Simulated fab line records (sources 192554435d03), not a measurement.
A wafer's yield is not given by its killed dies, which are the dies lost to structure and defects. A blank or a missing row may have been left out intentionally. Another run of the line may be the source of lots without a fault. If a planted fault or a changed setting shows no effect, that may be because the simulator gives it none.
Chamber matching | flow n5 finfet | 4 sister chambers for N5_BEOL_M1_ETCHBACK_99 on rie diel-02
The step etches SiO2 in CHF3, target depth 5 nm, time 10.4 s. 4 wafers are shown with their chamber, then 9 later ones without.

## WAFERS, EACH WITH ITS CHAMBER
wafer  | chamber | showerhead plenum p Torr (Torr)
L084.4 | 0       | 2.12
L088.1 | 2       | 2.24
L088.2 | 3       | 2.08
L088.4 | 1       | 2.20

## WAFERS WHOSE CHAMBER IS MISSING
wafer  | showerhead plenum p Torr (Torr)
L094.1 | 2.23
L094.2 | 2.20
L094.3 | 2.11
L093.3 | 2.20
L093.4 | 2.11
L093.5 | 2.07
L096.2 | 2.23
L096.3 | 2.20
L096.6 | 2.10

## CHAMBER TAKEN BY EACH
wafer  | from the rows above     | in truth
L094.1 | can't be placed: 2 or 1 | 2
L094.2 | 1                       | 1
L094.3 | can't be placed: 0 or 3 | 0
L093.3 | 1                       | 1
L093.4 | can't be placed: 0 or 3 | 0
L093.5 | 3                       | 3
L096.2 | can't be placed: 2 or 1 | 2
L096.3 | 1                       | 1
L096.6 | can't be placed: 0 or 3 | 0
Placed correctly: 4 of 9. Cannot be placed on the basis of these rows: 5; the candidates contain the true chamber in 5. 0 placed wrongly.
How it was worked out, from the rows above alone: a wafer's distance from a chamber is the root of the sum, over the readings, of the square of ((its reading less the chamber's mean) divided by the reading's scatter). If the next closest chamber is less than 2 further off than the closest, the wafer can't be placed; otherwise it belongs to the closest. Each chamber's mean is taken over the wafers shown for it. The scatter (one wafer shown for each chamber): square how far every hidden wafer sits from the nearest shown wafer, average those squares and take the square root.
